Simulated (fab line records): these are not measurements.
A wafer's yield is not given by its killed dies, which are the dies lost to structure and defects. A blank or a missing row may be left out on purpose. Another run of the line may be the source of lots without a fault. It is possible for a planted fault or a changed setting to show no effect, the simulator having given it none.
fab line records :: flow n5_finfet :: part 2 of 2: steps 23 to 35 of 35
record
  lots=5
  wafers=15
  last_day=18
route steps=1938 shown BEOL_M11@1537
lots that met no fault: from a run of the same line without faults
start_h: start of the lot's first displayed wafer, in hours after the record's first day :: wait_h: time in hours since the lot's previous step :: " as in the row above :: L1.1+2: a single row standing in for several wafers :: - no value, or no start was given :: * or withheld: withheld :: < > ~ a bound
route shown NAME@n: names a module that has steps shown in the file, with the first one's number in the route :: usual: the fault-free wafers' mean and standard deviation :: same: alike in all rows :: chamber/n: place in a boat :: sites: readings site by site :: _std_site: standard deviation of those values :: _edge_site: inner sites' mean taken away from outer sites' mean :: radius_mm: how far each site lies from the wafer's centre :: mask NAME#n: copy n :: behind: the tool/chamber that last shaped the wafer :: hold: what put the lot on hold/how long, in hours/how the hold closed :: device: transistor that didn't switch, given as n, p or np :: end of line: tests run on the same wafers once the route is complete :: step lacking rows: just its recipe :: killed: dies that structure and defects cost at the first sort, which is not the same as the wafer's yield :: map: dies across one wafer; x = killed, . = not, _ = none there
set.NAME: the setting as run; set.NAME@STEP: as run at that earlier step :: model.NAME: the simulator's own value behind a step, which no gauge read
certain route steps with their lots: each step a table, each wafer a row
services: when a tool's chamber went out of use (start_h, in hours from the record's first day, below 0 if earlier), for how many hours, and the reason
## steps
# step N5_BEOL_M11_CD_MEAS_18
# recipe
  pitch_nm=140
  target_cd_nm=70
# usual
  cd_nm=69.7/0.53
lot.wafer: L076.1
tool: cd_sem-01
chamber: -
start_h: 247.08
wait_h: 0.0
cd_nm: 70.5

lot.wafer: L076.4
tool: cd_sem-01
chamber: -
start_h: 247.08
wait_h: 0.0
cd_nm: 70.6

lot.wafer: L076.5
tool: cd_sem-01
chamber: -
start_h: 247.08
wait_h: 0.0
cd_nm: 69.7

lot.wafer: L091.1
tool: cd_sem-03
chamber: -
start_h: 316.25
wait_h: 0.0
cd_nm: 70.2

lot.wafer: L091.2
tool: cd_sem-03
chamber: -
start_h: 316.25
wait_h: 0.0
cd_nm: 69.3

lot.wafer: L091.3
tool: cd_sem-03
chamber: -
start_h: 316.25
wait_h: 0.0
cd_nm: 69.4

lot.wafer: L090.3
tool: cd_sem-03
chamber: -
start_h: 325.41
wait_h: 0.1
cd_nm: 69.8

lot.wafer: L090.4
tool: cd_sem-03
chamber: -
start_h: 325.41
wait_h: 0.1
cd_nm: 69.7

lot.wafer: L090.5
tool: cd_sem-03
chamber: -
start_h: 325.41
wait_h: 0.1
cd_nm: 70.1

lot.wafer: L095.1
tool: cd_sem-02
chamber: -
start_h: 357.81
wait_h: 0.0
cd_nm: 70.3

lot.wafer: L095.3
tool: cd_sem-02
chamber: -
start_h: 357.81
wait_h: 0.0
cd_nm: 69.8

lot.wafer: L095.6
tool: cd_sem-02
chamber: -
start_h: 357.81
wait_h: 0.0
cd_nm: 69.9

lot.wafer: L094.2
tool: cd_sem-01
chamber: -
start_h: 375.69
wait_h: 0.1
cd_nm: 69.5

lot.wafer: L094.4
tool: cd_sem-01
chamber: -
start_h: 375.69
wait_h: 0.1
cd_nm: 69.5

lot.wafer: L094.5
tool: cd_sem-01
chamber: -
start_h: 375.69
wait_h: 0.1
cd_nm: 69.1
# step N5_BEOL_M11_COAT_63
# recipe
  resist=SOC
  temp_c=250
  time_s=60
  spin_rpm=1500
  resist_thk_nm=100
lot.wafer: L076.1+4+5
tool: litho_track-02
chamber: 0
start_h: 247.21
wait_h: 0.1

lot.wafer: L091.1+2+3
tool: litho_track-02
chamber: 0
start_h: 317.45
wait_h: 1.2

lot.wafer: L090.3+4+5
tool: litho_track-01
chamber: 0
start_h: 326.93
wait_h: 1.5

lot.wafer: L095.1+3+6
tool: litho_track-01
chamber: 0
start_h: 358.70
wait_h: 0.9

lot.wafer: L094.2+4+5
tool: litho_track-05
chamber: 0
start_h: 377.89
wait_h: 2.2
# step N5_BEOL_M11_COAT_64
# recipe
  resist=SiARC
  temp_c=220
  time_s=60
  spin_rpm=1500
  resist_thk_nm=30
lot.wafer: L076.1+4+5
tool: litho_track-02
chamber: 0
start_h: -
wait_h: -

lot.wafer: L091.1+2+3
tool: litho_track-02
chamber: 0
start_h: -
wait_h: -

lot.wafer: L090.3+4+5
tool: litho_track-01
chamber: 0
start_h: -
wait_h: -

lot.wafer: L095.1+3+6
tool: litho_track-01
chamber: 0
start_h: -
wait_h: -

lot.wafer: L094.2+4+5
tool: litho_track-05
chamber: 0
start_h: -
wait_h: -
# step N5_BEOL_M11_COAT_22
# recipe
  resist=CAR-ArF
  spin_rpm=1500
  resist_thk_nm=90
lot.wafer: L076.1+4+5
tool: litho_track-02
chamber: 0
start_h: -
wait_h: -

lot.wafer: L091.1+2+3
tool: litho_track-02
chamber: 0
start_h: -
wait_h: -

lot.wafer: L090.3+4+5
tool: litho_track-01
chamber: 0
start_h: -
wait_h: -

lot.wafer: L095.1+3+6
tool: litho_track-01
chamber: 0
start_h: -
wait_h: -

lot.wafer: L094.2+4+5
tool: litho_track-05
chamber: 0
start_h: -
wait_h: -
# step N5_BEOL_M11_EBR_24
# recipe
  solvent=PGMEA
  ebr_width_mm=1.5
# same
  ebr_width_mm=1.5
lot.wafer: L076.1+4+5
tool: litho_track-02
chamber: 0
start_h: -
wait_h: -

lot.wafer: L091.1+2+3
tool: litho_track-02
chamber: 0
start_h: -
wait_h: -

lot.wafer: L090.3+4+5
tool: litho_track-01
chamber: 0
start_h: -
wait_h: -

lot.wafer: L095.1+3+6
tool: litho_track-01
chamber: 0
start_h: -
wait_h: -

lot.wafer: L094.2+4+5
tool: litho_track-05
chamber: 0
start_h: -
wait_h: -
# step N5_BEOL_M11_SOFTBAKE_23
# recipe
  temp_c=110
  time_s=60
  resist=CAR-ArF
lot.wafer: L076.1+4+5
tool: litho_track-02
chamber: 0
start_h: -
wait_h: -

lot.wafer: L091.1+2+3
tool: litho_track-02
chamber: 0
start_h: -
wait_h: -

lot.wafer: L090.3+4+5
tool: litho_track-01
chamber: 0
start_h: -
wait_h: -

lot.wafer: L095.1+3+6
tool: litho_track-01
chamber: 0
start_h: -
wait_h: -

lot.wafer: L094.2+4+5
tool: litho_track-05
chamber: 0
start_h: -
wait_h: -
# step N5_BEOL_M11_EXPOSE_25
# recipe
  mask_id=V10
  na=1.35
  source_shape=annular
  sigma_inner=0.5
  sigma_outer=0.8
  polarization=unpolarized
  dose_mj=85.5
lot.wafer: L076.1+4+5
tool: arfi_scanner-02
chamber: 0
start_h: 247.46
wait_h: -
mask: V10#0

lot.wafer: L091.1+2+3
tool: arfi_scanner-02
chamber: 0
start_h: 317.70
wait_h: -
mask: V10#0

lot.wafer: L090.3+4+5
tool: arfi_scanner-02
chamber: 0
start_h: 327.18
wait_h: -
mask: V10#0

lot.wafer: L095.1+3+6
tool: arfi_scanner-01
chamber: 0
start_h: 358.94
wait_h: -
mask: V10#0

lot.wafer: L094.2+4+5
tool: arfi_scanner-03
chamber: 0
start_h: 378.31
wait_h: -
mask: V10#0
# step N5_BEOL_M11_PEB_26
# recipe
  peb_temp_c=withheld
  peb_time_s=60
  resist=CAR-ArF
lot.wafer: L076.1+4+5
tool: litho_track-05
chamber: 0
start_h: 247.52
wait_h: 0.1

lot.wafer: L091.1+2+3
tool: litho_track-02
chamber: 0
start_h: 317.76
wait_h: 0.1

lot.wafer: L090.3+4+5
tool: litho_track-01
chamber: 0
start_h: 327.23
wait_h: 0.0

lot.wafer: L095.1+3+6
tool: litho_track-01
chamber: 0
start_h: 359.00
wait_h: 0.1

lot.wafer: L094.2+4+5
tool: litho_track-01
chamber: 0
start_h: 378.37
wait_h: 0.1
# step N5_BEOL_M11_DEVELOP_27
# recipe
  develop_time_s=30
  developer=TMAH
  resist=CAR-ArF
  rinse_liquid=diw
  dry=air_spin
  dev_temp_c=23
# usual
  developer_temp_C=22.98/0.11
lot.wafer: L076.1
tool: litho_track-05
chamber: 0
start_h: -
wait_h: -
developer_temp_C: 22.97

lot.wafer: L076.4
tool: litho_track-05
chamber: 0
start_h: -
wait_h: -
developer_temp_C: 23.00

lot.wafer: L076.5
tool: litho_track-05
chamber: 0
start_h: -
wait_h: -
developer_temp_C: 22.96

lot.wafer: L091.1
tool: litho_track-02
chamber: 0
start_h: -
wait_h: -
developer_temp_C: 22.87

lot.wafer: L091.2
tool: litho_track-02
chamber: 0
start_h: -
wait_h: -
developer_temp_C: 23.03

lot.wafer: L091.3
tool: litho_track-02
chamber: 0
start_h: -
wait_h: -
developer_temp_C: 22.95

lot.wafer: L090.3
tool: litho_track-01
chamber: 0
start_h: -
wait_h: -
developer_temp_C: 22.68

lot.wafer: L090.4
tool: litho_track-01
chamber: 0
start_h: -
wait_h: -
developer_temp_C: 22.74

lot.wafer: L090.5
tool: litho_track-01
chamber: 0
start_h: -
wait_h: -
developer_temp_C: 22.89

lot.wafer: L095.1
tool: litho_track-01
chamber: 0
start_h: -
wait_h: -
developer_temp_C: 23.05

lot.wafer: L095.3
tool: litho_track-01
chamber: 0
start_h: -
wait_h: -
developer_temp_C: 22.96

lot.wafer: L095.6
tool: litho_track-01
chamber: 0
start_h: -
wait_h: -
developer_temp_C: 23.15

lot.wafer: L094.2
tool: litho_track-01
chamber: 0
start_h: -
wait_h: -
developer_temp_C: 23.22

lot.wafer: L094.4
tool: litho_track-01
chamber: 0
start_h: -
wait_h: -
developer_temp_C: 22.94

lot.wafer: L094.5
tool: litho_track-01
chamber: 0
start_h: -
wait_h: -
developer_temp_C: 23.04
# step N5_BEOL_M11_CD_MEAS_28
# recipe
  target_cd_nm=70
  landing_energy_ev=500
  detector=se_inlens
  polarity=opening
# usual
  cd_nm=70.2/0.87
lot.wafer: L076.1
tool: cd_sem-01
chamber: 0
start_h: 247.59
wait_h: -
cd_nm: 71.2

lot.wafer: L076.4
tool: cd_sem-01
chamber: 0
start_h: 247.59
wait_h: -
cd_nm: 69.7

lot.wafer: L076.5
tool: cd_sem-01
chamber: 0
start_h: 247.59
wait_h: -
cd_nm: 71.0

lot.wafer: L091.1
tool: cd_sem-03
chamber: 0
start_h: 317.83
wait_h: -
cd_nm: 70.9

lot.wafer: L091.2
tool: cd_sem-03
chamber: 0
start_h: 317.83
wait_h: -
cd_nm: 71.8

lot.wafer: L091.3
tool: cd_sem-03
chamber: 0
start_h: 317.83
wait_h: -
cd_nm: 69.9

lot.wafer: L090.3
tool: cd_sem-02
chamber: 0
start_h: 327.30
wait_h: -
cd_nm: 70.4

lot.wafer: L090.4
tool: cd_sem-02
chamber: 0
start_h: 327.30
wait_h: -
cd_nm: 70.5

lot.wafer: L090.5
tool: cd_sem-02
chamber: 0
start_h: 327.30
wait_h: -
cd_nm: 69.6

lot.wafer: L095.1
tool: cd_sem-03
chamber: 0
start_h: 359.07
wait_h: -
cd_nm: 70.1

lot.wafer: L095.3
tool: cd_sem-03
chamber: 0
start_h: 359.07
wait_h: -
cd_nm: 68.8

lot.wafer: L095.6
tool: cd_sem-03
chamber: 0
start_h: 359.07
wait_h: -
cd_nm: 69.6

lot.wafer: L094.2
tool: cd_sem-01
chamber: 0
start_h: 378.44
wait_h: -
cd_nm: 70.1

lot.wafer: L094.4
tool: cd_sem-01
chamber: 0
start_h: 378.44
wait_h: -
cd_nm: 70.9

lot.wafer: L094.5
tool: cd_sem-01
chamber: 0
start_h: 378.44
wait_h: -
cd_nm: 69.7
# step N5_BEOL_M11_OVL_MEAS_29
# recipe
  points_per_wafer=44
# usual
  V10_OVL=0.0/0.71
lot.wafer: L076.1
tool: overlay-02
chamber: 0
start_h: 247.62
wait_h: 0.0
V10_OVL[nm]: 0.4

lot.wafer: L076.4
tool: overlay-02
chamber: 0
start_h: 247.62
wait_h: 0.0
V10_OVL[nm]: -0.8

lot.wafer: L076.5
tool: overlay-02
chamber: 0
start_h: 247.62
wait_h: 0.0
V10_OVL[nm]: 0.3

lot.wafer: L091.1
tool: overlay-02
chamber: 0
start_h: 317.86
wait_h: 0.0
V10_OVL[nm]: 1.4

lot.wafer: L091.2
tool: overlay-02
chamber: 0
start_h: 317.86
wait_h: 0.0
V10_OVL[nm]: 1.9

lot.wafer: L091.3
tool: overlay-02
chamber: 0
start_h: 317.86
wait_h: 0.0
V10_OVL[nm]: 1.2

lot.wafer: L090.3
tool: overlay-02
chamber: 0
start_h: 327.33
wait_h: 0.0
V10_OVL[nm]: 0.1

lot.wafer: L090.4
tool: overlay-02
chamber: 0
start_h: 327.33
wait_h: 0.0
V10_OVL[nm]: 0.0

lot.wafer: L090.5
tool: overlay-02
chamber: 0
start_h: 327.33
wait_h: 0.0
V10_OVL[nm]: 1.0

lot.wafer: L095.1
tool: overlay-01
chamber: 0
start_h: 359.10
wait_h: 0.0
V10_OVL[nm]: -0.8

lot.wafer: L095.3
tool: overlay-01
chamber: 0
start_h: 359.10
wait_h: 0.0
V10_OVL[nm]: -1.0

lot.wafer: L095.6
tool: overlay-01
chamber: 0
start_h: 359.10
wait_h: 0.0
V10_OVL[nm]: -1.1

lot.wafer: L094.2
tool: overlay-02
chamber: 0
start_h: 378.47
wait_h: 0.0
V10_OVL[nm]: 0.7

lot.wafer: L094.4
tool: overlay-02
chamber: 0
start_h: 378.47
wait_h: 0.0
V10_OVL[nm]: 0.2

lot.wafer: L094.5
tool: overlay-02
chamber: 0
start_h: 378.47
wait_h: 0.0
V10_OVL[nm]: 0.6
# step N5_BEOL_M11_INSPECT_30
# recipe
  mode=adi
  inspect_instrument=brightfield
# usual
  raw_defect_count=406/110
lot.wafer: L076.1
tool: defect_inspect-01
chamber: -
start_h: 247.64
wait_h: 0.0
raw_defect_count: 355

lot.wafer: L076.4
tool: defect_inspect-01
chamber: -
start_h: 247.64
wait_h: 0.0
raw_defect_count: 306

lot.wafer: L076.5
tool: defect_inspect-01
chamber: -
start_h: 247.64
wait_h: 0.0
raw_defect_count: 367

lot.wafer: L091.1
tool: defect_inspect-01
chamber: -
start_h: 317.88
wait_h: 0.0
raw_defect_count: 204

lot.wafer: L091.2
tool: defect_inspect-01
chamber: -
start_h: 317.88
wait_h: 0.0
raw_defect_count: 235

lot.wafer: L091.3
tool: defect_inspect-01
chamber: -
start_h: 317.88
wait_h: 0.0
raw_defect_count: 312

lot.wafer: L090.3
tool: defect_inspect-01
chamber: -
start_h: 327.35
wait_h: 0.0
raw_defect_count: 316

lot.wafer: L090.4
tool: defect_inspect-01
chamber: -
start_h: 327.35
wait_h: 0.0
raw_defect_count: 348

lot.wafer: L090.5
tool: defect_inspect-01
chamber: -
start_h: 327.35
wait_h: 0.0
raw_defect_count: 453

lot.wafer: L095.1
tool: defect_inspect-01
chamber: -
start_h: 359.13
wait_h: 0.0
raw_defect_count: 433

lot.wafer: L095.3
tool: defect_inspect-01
chamber: -
start_h: 359.13
wait_h: 0.0
raw_defect_count: 362

lot.wafer: L095.6
tool: defect_inspect-01
chamber: -
start_h: 359.13
wait_h: 0.0
raw_defect_count: 383

lot.wafer: L094.2
tool: defect_inspect-01
chamber: -
start_h: 378.49
wait_h: 0.0
raw_defect_count: 223

lot.wafer: L094.4
tool: defect_inspect-01
chamber: -
start_h: 378.49
wait_h: 0.0
raw_defect_count: 270

lot.wafer: L094.5
tool: defect_inspect-01
chamber: -
start_h: 378.49
wait_h: 0.0
raw_defect_count: 293
# step N5_BEOL_M11_DESCUM_33
# recipe
  chemistry=O2
  time_s=7.9
  source_power_w=50
  bias_power_w=20
  pressure_mtorr=20
  rf_frequency_hz=2.712e+07
  temp_c=40
  resist=CAR-ArF
  o2_flow_sccm=225
# usual
  drypump_motor_current_A=5.8/0.52
  oes_product_au=0.78/0.071
  rf_vpp_V=243.5/1.4
  showerhead_plenum_p_Torr=2.11/0.067
  throttle_valve_pct=20.4/0.35
lot.wafer: L076.1
tool: rie_diel-03
chamber: 0
start_h: 247.68
wait_h: 0.0
drypump_motor_current_A: 6.0
oes_product_au: 0.74
rf_hours_counter_h: 181
rf_vpp_V: 243.3
showerhead_plenum_p_Torr: 2.08
throttle_valve_pct: 20.4

lot.wafer: L076.4
tool: rie_diel-03
chamber: 3
start_h: 247.68
wait_h: 0.0
drypump_motor_current_A: 5.6
oes_product_au: 0.85
rf_hours_counter_h: 55
rf_vpp_V: 246.0
showerhead_plenum_p_Torr: 2.22
throttle_valve_pct: 20.2

lot.wafer: L076.5
tool: rie_diel-03
chamber: 0
start_h: 247.68
wait_h: 0.0
drypump_motor_current_A: 5.9
oes_product_au: 0.74
rf_hours_counter_h: -
rf_vpp_V: 243.3
showerhead_plenum_p_Torr: 2.08
throttle_valve_pct: 20.5

lot.wafer: L091.1
tool: rie_diel-03
chamber: 3
start_h: 318.04
wait_h: 0.2
drypump_motor_current_A: 5.7
oes_product_au: 0.82
rf_hours_counter_h: 77
rf_vpp_V: 245.6
showerhead_plenum_p_Torr: 2.21
throttle_valve_pct: 20.3

lot.wafer: L091.2
tool: rie_diel-03
chamber: 0
start_h: 318.04
wait_h: 0.2
drypump_motor_current_A: 5.9
oes_product_au: 0.73
rf_hours_counter_h: 204
rf_vpp_V: 241.8
showerhead_plenum_p_Torr: 2.08
throttle_valve_pct: 20.5

lot.wafer: L091.3
tool: rie_diel-03
chamber: 2
start_h: 318.04
wait_h: 0.2
drypump_motor_current_A: 5.0
oes_product_au: 0.76
rf_hours_counter_h: 145
rf_vpp_V: 242.2
showerhead_plenum_p_Torr: 2.10
throttle_valve_pct: 20.7

lot.wafer: L090.3
tool: rie_diel-02
chamber: 0
start_h: 327.64
wait_h: 0.3
drypump_motor_current_A: 5.1
oes_product_au: 0.67
rf_hours_counter_h: 248
rf_vpp_V: 241.9
showerhead_plenum_p_Torr: 2.05
throttle_valve_pct: 20.9

lot.wafer: L090.4
tool: rie_diel-02
chamber: 3
start_h: 327.64
wait_h: 0.3
drypump_motor_current_A: 6.6
oes_product_au: 0.86
rf_hours_counter_h: 78
rf_vpp_V: 245.4
showerhead_plenum_p_Torr: 2.20
throttle_valve_pct: 20.3

lot.wafer: L090.5
tool: rie_diel-02
chamber: 1
start_h: 327.64
wait_h: 0.3
drypump_motor_current_A: 5.4
oes_product_au: 0.79
rf_hours_counter_h: -
rf_vpp_V: 242.9
showerhead_plenum_p_Torr: 2.08
throttle_valve_pct: 20.0

lot.wafer: L095.1
tool: rie_diel-03
chamber: 2
start_h: 359.54
wait_h: 0.4
drypump_motor_current_A: 5.0
oes_product_au: 0.75
rf_hours_counter_h: 157
rf_vpp_V: 243.2
showerhead_plenum_p_Torr: 2.10
throttle_valve_pct: 20.7

lot.wafer: L095.3
tool: rie_diel-03
chamber: 0
start_h: 359.54
wait_h: 0.4
drypump_motor_current_A: 5.9
oes_product_au: 0.71
rf_hours_counter_h: 217
rf_vpp_V: 242.9
showerhead_plenum_p_Torr: 2.07
throttle_valve_pct: 20.5

lot.wafer: L095.6
tool: rie_diel-03
chamber: 1
start_h: 359.54
wait_h: 0.4
drypump_motor_current_A: 6.0
oes_product_au: 0.70
rf_hours_counter_h: -
rf_vpp_V: 239.9
showerhead_plenum_p_Torr: 1.98
throttle_valve_pct: 20.7

lot.wafer: L094.2
tool: rie_diel-02
chamber: 3
start_h: 378.98
wait_h: 0.5
drypump_motor_current_A: 6.6
oes_product_au: 0.83
rf_hours_counter_h: 94
rf_vpp_V: 244.1
showerhead_plenum_p_Torr: 2.20
throttle_valve_pct: 20.3

lot.wafer: L094.4
tool: rie_diel-02
chamber: 2
start_h: 378.98
wait_h: 0.5
drypump_motor_current_A: 6.6
oes_product_au: 0.82
rf_hours_counter_h: 88
rf_vpp_V: 246.5
showerhead_plenum_p_Torr: 2.10
throttle_valve_pct: 19.9

lot.wafer: L094.5
tool: rie_diel-02
chamber: 2
start_h: 378.98
wait_h: 0.5
drypump_motor_current_A: 6.6
oes_product_au: 0.81
rf_hours_counter_h: -
rf_vpp_V: 245.6
showerhead_plenum_p_Torr: 2.10
throttle_valve_pct: 19.9
## services
tool: arfi_scanner-01
chamber: -
start_h: 224.61
hours: 0.8
kind: repair

tool: arfi_scanner-02
chamber: -
start_h: 226.40
hours: 0.2
kind: repair

tool: arfi_scanner-03
chamber: -
start_h: 231.05
hours: 0.8
kind: pm

tool: rie_metal-03
chamber: 0
start_h: 234.74
hours: 7.5
kind: repair

tool: rie_diel-03
chamber: 0
start_h: 236.50
hours: 2.5
kind: repair

tool: arfi_scanner-01
chamber: -
start_h: 244.63
hours: 1.3
kind: pm

tool: arfi_scanner-02
chamber: -
start_h: 249.58
hours: 1.3
kind: pm

tool: rie_diel-04
chamber: 1
start_h: 264.02
hours: 3.2
kind: repair

tool: arfi_scanner-02
chamber: -
start_h: 264.80
hours: 1.0
kind: pm

tool: rie_diel-02
chamber: 1
start_h: 266.25
hours: 1.6
kind: repair

tool: pecvd-03
chamber: -
start_h: 266.75
hours: 2.8
kind: pm

tool: uv_cure-01
chamber: -
start_h: 293.82
hours: 5.0
kind: pm

tool: arfi_scanner-02
chamber: -
start_h: 298.35
hours: 0.8
kind: pm

tool: rie_diel-04
chamber: -
start_h: 301.12
hours: 28.1
kind: pm

tool: rie_diel-02
chamber: 0
start_h: 307.62
hours: 3.9
kind: repair

tool: arfi_scanner-01
chamber: -
start_h: 320.41
hours: 0.8
kind: pm

tool: arfi_scanner-02
chamber: -
start_h: 322.30
hours: 3.4
kind: repair

tool: pvd_sputter-02
chamber: -
start_h: 335.00
hours: 4.1
kind: repair

tool: pecvd-03
chamber: -
start_h: 338.04
hours: 0.8
kind: repair

tool: rie_metal-01
chamber: 1
start_h: 343.94
hours: 10.0
kind: repair

tool: arfi_scanner-01
chamber: -
start_h: 344.42
hours: 1.7
kind: repair

tool: rie_diel-03
chamber: 3
start_h: 356.86
hours: 1.3
kind: repair

tool: arfi_scanner-01
chamber: -
start_h: 370.13
hours: 1.3
kind: pm

tool: arfi_scanner-02
chamber: -
start_h: 375.08
hours: 1.3
kind: pm
